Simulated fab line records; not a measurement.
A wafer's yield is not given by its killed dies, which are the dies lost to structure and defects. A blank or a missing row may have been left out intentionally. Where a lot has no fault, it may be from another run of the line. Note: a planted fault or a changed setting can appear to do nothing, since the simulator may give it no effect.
Which tool was responsible?	flow n5 finfet	24 lots, 72 wafers sampled, at 3 steps of a route of 1938

== WHAT THE GAUGES READ, wafer by wafer ==
N5_DUMMY_GATE_INSPECT_27: inspects for defects (brightfield).
lot	measured	on	raw defect count
L074	day 3 00:51	defect inspect-02	224 260 212
L075	day 3 06:05	defect inspect-02	327 178 269
L076	day 3 13:29	defect inspect-01	246 333 238
L077	day 3 20:34	defect inspect-02	225 302 252
L078	day 3 23:35	defect inspect-02	286 427 373
L079	day 4 07:15	defect inspect-01	231 239 140
L080	day 4 11:04	defect inspect-02	442 254 228
L081	day 4 20:39	defect inspect-02	316 297 178
L082	day 4 23:14	defect inspect-02	440 367 291
L083	day 5 07:16	defect inspect-01	272 455 340
L084	day 5 14:29	defect inspect-01	268 198 336
L085	day 5 23:01	defect inspect-02	190 160 182
L086	day 6 00:29	defect inspect-01	266 260 298
L087	day 6 06:58	defect inspect-02	258 165 187
L088	day 6 12:23	defect inspect-01	172 168 279
L089	day 6 18:08	defect inspect-02	289 285 339
L090	day 7 00:01	defect inspect-02	269 283 208
L091	day 7 03:55	defect inspect-01	310 233 250
L092	day 7 12:56	defect inspect-02	282 322 382
L093	day 7 18:11	defect inspect-02	483 348 310
L094	day 8 00:18	defect inspect-02	410 412 419
L095	day 8 06:20	defect inspect-01	356 308 257
L097	day 8 17:13	defect inspect-01	427 272 337
L096	day 8 20:12	defect inspect-02	302 272 249

N5_SD_EPI_N_INSPECT_26: inspects for defects (darkfield).
lot	measured	on	raw defect count
L074	day 3 06:31	defect inspect-01	195 193 113
L075	day 3 12:05	defect inspect-02	181 173 244
L076	day 3 19:18	defect inspect-01	166 196 174
L077	day 4 02:19	defect inspect-01	153 193 175
L078	day 4 06:37	defect inspect-01	176 201 188
L079	day 4 12:52	defect inspect-01	178 189 146
L080	day 4 17:51	defect inspect-01	253 178 146
L081	day 5 02:29	defect inspect-02	210 210 137
L082	day 5 05:59	defect inspect-01	258 220 148
L083	day 5 12:20	defect inspect-01	158 261 200
L084	day 5 19:41	defect inspect-01	221 184 202
L085	day 6 05:49	defect inspect-01	128 145 170
L086	day 6 05:35	defect inspect-02	165 191 237
L087	day 6 11:59	defect inspect-01	180 126 170
L088	day 6 17:29	defect inspect-02	129 166 220
L089	day 6 23:26	defect inspect-02	175 163 196
L090	day 7 05:00	defect inspect-02	224 193 211
L091	day 7 09:13	defect inspect-02	213 189 175
L092	day 7 18:01	defect inspect-02	222 221 238
L093	day 7 23:16	defect inspect-02	230 190 157
L094	day 8 05:23	defect inspect-02	280 258 267
L095	day 8 11:56	defect inspect-02	212 201 164
L097	day 9 00:10	defect inspect-01	233 191 190
L096	day 9 01:19	defect inspect-01	186 178 184

== WHAT TOOL EACH LOT RAN ON (gives the tool, then ch and the chambers of the sampled wafers, and finally the start) ==
lot	N5_SD_EPI_N_STRIP_38
L074	plasma asher-02 ch 0,1, day 3 02:37
L075	plasma asher-01 ch 0,1, day 3 08:12
L076	plasma asher-01 ch 1, day 3 15:24
L077	plasma asher-01 ch 0,1, day 3 22:25
L078	plasma asher-01 ch 0,1, day 4 01:41
L079	plasma asher-01 ch 0,1, day 4 09:11
L080	plasma asher-02 ch 0,1, day 4 12:58
L081	plasma asher-01 ch 0,1, day 4 23:19
L082	plasma asher-01 ch 0,1, day 5 01:06
L083	plasma asher-02 ch 0,1, day 5 09:11
L084	plasma asher-01 ch 0,1, day 5 16:31
L085	plasma asher-01 ch 0,1, day 6 00:54
L086	plasma asher-01 ch 0,1, day 6 02:26
L087	plasma asher-01 ch 0,1, day 6 08:50
L088	plasma asher-02 ch 1, day 6 14:16
L089	plasma asher-02 ch 0,1, day 6 20:14
L090	plasma asher-01 ch 0,1, day 7 01:50
L091	plasma asher-01 ch 0,1, day 7 06:02
L092	plasma asher-01 ch 0,1, day 7 14:50
L093	plasma asher-01 ch 0,1, day 7 20:04
L094	plasma asher-01 ch 0,1, day 8 02:05
L095	plasma asher-02 ch 0,1, day 8 08:31
L097	plasma asher-02 ch 0,1, day 8 21:00
L096	plasma asher-01 ch 0,1, day 8 22:04
- N5_SD_EPI_N_STRIP_38: strips in N2/H2.

== WHAT THE TOOLS THEMSELVES READ (means of the sampled wafers that have a number; where no wafer has one, the mark that the record gives instead) ==
N5_SD_EPI_N_STRIP_38.
lot	tool	drypump motor current A (A)	heater power w (W)	oes product au (a.u.)
L074	plasma asher-02	5.9	306	0.760
L075	plasma asher-01	6.1	351	0.760
L076	plasma asher-01	6.4	325	0.775
L077	plasma asher-01	6.1	352	0.756
L078	plasma asher-01	5.7	377	0.763
L079	plasma asher-01	5.7	376	0.760
L080	plasma asher-02	5.9	308	0.773
L081	plasma asher-01	5.7	377	0.747
L082	plasma asher-01	6.0	353	0.752
L083	plasma asher-02	5.9	309	0.769
L084	plasma asher-01	5.7	382	0.770
L085	plasma asher-01	6.1	352	0.771
L086	plasma asher-01	6.0	351	0.768
L087	plasma asher-01	6.0	355	0.760
L088	plasma asher-02	5.4	326	0.760
L089	plasma asher-02	6.0	311	0.759
L090	plasma asher-01	6.0	353	0.766
L091	plasma asher-01	6.0	350	0.772
L092	plasma asher-01	5.7	371	0.762
L093	plasma asher-01	6.0	346	0.762
L094	plasma asher-01	6.0	351	0.755
L095	plasma asher-02	5.7	315	0.760
L097	plasma asher-02	5.9	313	0.759
L096	plasma asher-01	5.7	375	0.764

== THE ANSWER, worked out from the rows above alone ==
Rule: what is usual is taken from the lots themselves. The widest of any qualifying gaps counts: lots, ordered by their means at a reading, are off when they make up no more than a third of the lots, leave a main group of 4 or more, and stand apart from it by 3 or more times the standard deviation of that group's means. A main group whose means are all the same, to the digits that the tables above print for the reading, isn't used. Also off: a lot with no number at a reading for which 4 or more lots have one. All remaining lots with rows at the step are treated as sound. First the gauges in route order, then the tools' own readings, where a lot's mean is used as printed above. The first step at which some lot is off is used, and at that step the reading that is off furthest; a lot without a number counts as furthest.
Across all readings shown, no lot is off: no conclusion can be drawn from this.

== WHAT THE SIMULATOR HAD INSERTED ==
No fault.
